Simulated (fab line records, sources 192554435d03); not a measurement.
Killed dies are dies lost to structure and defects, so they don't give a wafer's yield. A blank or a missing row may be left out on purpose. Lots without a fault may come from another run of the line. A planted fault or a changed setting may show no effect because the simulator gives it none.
Which tool did it? | flow n5_finfet | 10 lots, 30 wafers sampled, at 4 steps of a route of 1938

WHAT THE GAUGES READ, wafer by wafer
N5_BEOL_M4_RC_MEAS_101.
lot  | measured     | on        | EOT_P
L709 | day 7 19:43  | prober-02 | 10.41 10.36 10.56
L711 | day 8 21:56  | prober-02 | 10.48 10.60 10.54
L712 | day 8 21:13  | prober-01 | 10.51 10.38 10.41
L714 | day 9 03:22  | prober-02 | 10.49 10.61 10.56
L717 | day 10 00:09 | prober-02 | 10.54 10.38 10.29
L719 | day 10 19:53 | prober-01 | 10.49 10.40 10.50
L724 | day 11 22:19 | prober-01 | 10.54 10.49 10.59
L725 | day 12 05:07 | prober-02 | 11.77 11.65 10.53
L726 | day 12 06:49 | prober-01 | 10.52 11.63 10.74
L728 | day 12 10:40 | prober-02 | 10.71 11.18 11.49

WHICH TOOL RAN EACH LOT (tool, then ch and the chambers of the sampled wafers, then the start)
lot  | N5_DUMMY_REMOVAL_PRECLEAN_08       | N5_BEOL_M4_SPUTTER_90        | N5_BEOL_M4_SPUTTER_96
L709 | remote_plasma-02 ch 1, day 3 23:25 | pvd_sputter-01, day 7 17:58  | pvd_sputter-01, day 7 18:38
L711 | remote_plasma-01 ch 0, day 4 10:35 | pvd_sputter-03, day 8 19:26  | pvd_sputter-03, day 8 20:05
L712 | remote_plasma-01 ch 1, day 4 15:24 | pvd_sputter-02, day 8 19:16  | pvd_sputter-02, day 8 19:55
L714 | remote_plasma-02 ch 0, day 5 04:37 | pvd_sputter-03, day 9 01:32  | pvd_sputter-03, day 9 02:11
L717 | remote_plasma-02 ch 1, day 5 23:07 | pvd_sputter-01, day 9 21:52  | pvd_sputter-01, day 9 22:32
L719 | remote_plasma-01 ch 1, day 6 17:50 | pvd_sputter-02, day 10 17:50 | pvd_sputter-02, day 10 18:30
L724 | remote_plasma-02 ch 1, day 7 17:37 | pvd_sputter-02, day 11 19:46 | pvd_sputter-02, day 11 20:25
L725 | remote_plasma-02 ch 0, day 7 22:07 | pvd_sputter-02, day 12 02:28 | pvd_sputter-02, day 12 03:08
L726 | remote_plasma-02 ch 1, day 8 07:59 | pvd_sputter-02, day 12 04:55 | pvd_sputter-02, day 12 05:34
L728 | remote_plasma-02 ch 1, day 8 19:16 | pvd_sputter-03, day 12 08:36 | pvd_sputter-03, day 12 09:16
- N5_DUMMY_REMOVAL_PRECLEAN_08: cleans in NF3:NH3, afs cycles 2, time 20 s, sublimation time 60 s.
- N5_BEOL_M4_SPUTTER_90: material Cu, target thk 4.5 nm, time 8.29 s.
- N5_BEOL_M4_SPUTTER_96: material Cu, target thk 4.5 nm, time 8.29 s.

THE ANSWER, worked out from the rows above alone
Rule: what is usual is taken from the lots themselves. Put in order of their means at a reading, lots are off if they are a third of the lots or fewer, leave a main group of 4 or more, and stand apart from it by a gap of 3 or more times the standard deviation of the main group's means; of several such gaps the widest counts. A main group whose means are all the same, to the digits that the tables above print for the reading, isn't used. A lot without any number at a reading at which 4 lots or more have one is off too. The other lots that the step has rows for count as sound.
Off: L725, L726, L728, at N5_BEOL_M4_RC_MEAS_101 (EOT_P). The main group: mean 10.48, standard deviation 0.056.
A tool fits if, at a process step before that reading, it ran every lot that is off, and no sound lot after the first of them. The gauges at N5_BEOL_M4_RC_MEAS_101 are tried like those tools. One fits: remote_plasma-02 at N5_DUMMY_REMOVAL_PRECLEAN_08. Its last sound lot is L724 (day 7 17:37), its first lot that is off L725 (day 7 22:07): a fault that began between those two fits.

WHAT THE SIMULATOR HAD PUT IN
Process parameter drift: remote_plasma-02, from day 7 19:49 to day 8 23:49, at N5_DUMMY_REMOVAL_PRECLEAN_08. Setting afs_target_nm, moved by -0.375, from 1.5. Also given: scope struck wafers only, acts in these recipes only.
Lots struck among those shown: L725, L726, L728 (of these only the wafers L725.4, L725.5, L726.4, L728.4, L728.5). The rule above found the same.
